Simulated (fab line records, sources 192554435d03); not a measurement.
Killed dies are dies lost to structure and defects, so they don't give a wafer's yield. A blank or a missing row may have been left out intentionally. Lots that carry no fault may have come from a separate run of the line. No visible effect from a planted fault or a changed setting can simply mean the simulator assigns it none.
Matching of chambers | flow n5-finfet | rie-diel-05 running N5_BEOL_M8_STRIP_36: 4 sister chambers
The step strips in N2/H2. 8 wafers are shown with their chamber, then 8 later ones without.

## EACH WAFER AND ITS CHAMBER
wafer  | chamber | showerhead-plenum-p-Torr (Torr) | throttle-valve-pct (%)
L079.6 | 3       | 2.49                            | 23.24
L080.1 | 3       | 2.48                            | 23.25
L080.2 | 1       | 2.50                            | 23.75
L080.4 | 0       | 2.69                            | 23.70
L084.3 | 2       | 2.61                            | 22.99
L084.5 | 1       | 2.49                            | 23.76
L084.6 | 2       | 2.61                            | 22.95
L086.1 | 0       | 2.69                            | 23.69

## WAFERS WITHOUT THEIR CHAMBER
wafer  | showerhead-plenum-p-Torr (Torr) | throttle-valve-pct (%)
L086.2 | 2.60                            | 22.98
L086.3 | 2.48                            | 23.25
L091.2 | 2.60                            | 22.98
L091.3 | 2.68                            | 23.68
L091.6 | 2.49                            | 23.80
L095.2 | 2.59                            | 23.01
L095.3 | 2.48                            | 23.79
L095.4 | 2.68                            | 23.72

## WHICH CHAMBER EACH ONE RAN IN
wafer  | from the rows above | in truth
L086.2 | 2                   | 2
L086.3 | 3                   | 3
L091.2 | 2                   | 2
L091.3 | 0                   | 0
L091.6 | 1                   | 1
L095.2 | 2                   | 2
L095.3 | 1                   | 1
L095.4 | 0                   | 0
8 of 8 placed correctly. Number that these rows cannot place: 0. 0 placed wrongly.
How it was worked out, from the rows above alone: a wafer's distance from a chamber is the root of the sum, over the readings, of the square of ((its reading less the chamber's mean) divided by the reading's scatter). If the next closest chamber is less than 2 further off than the closest, the wafer can't be placed; otherwise it belongs to the closest. For every chamber, the mean is computed from those of its wafers that are shown. How the scatter is found: for the shown wafers, subtract from each reading the mean of its chamber, square and add these, divide the total by (wafers less chambers), then take the root.
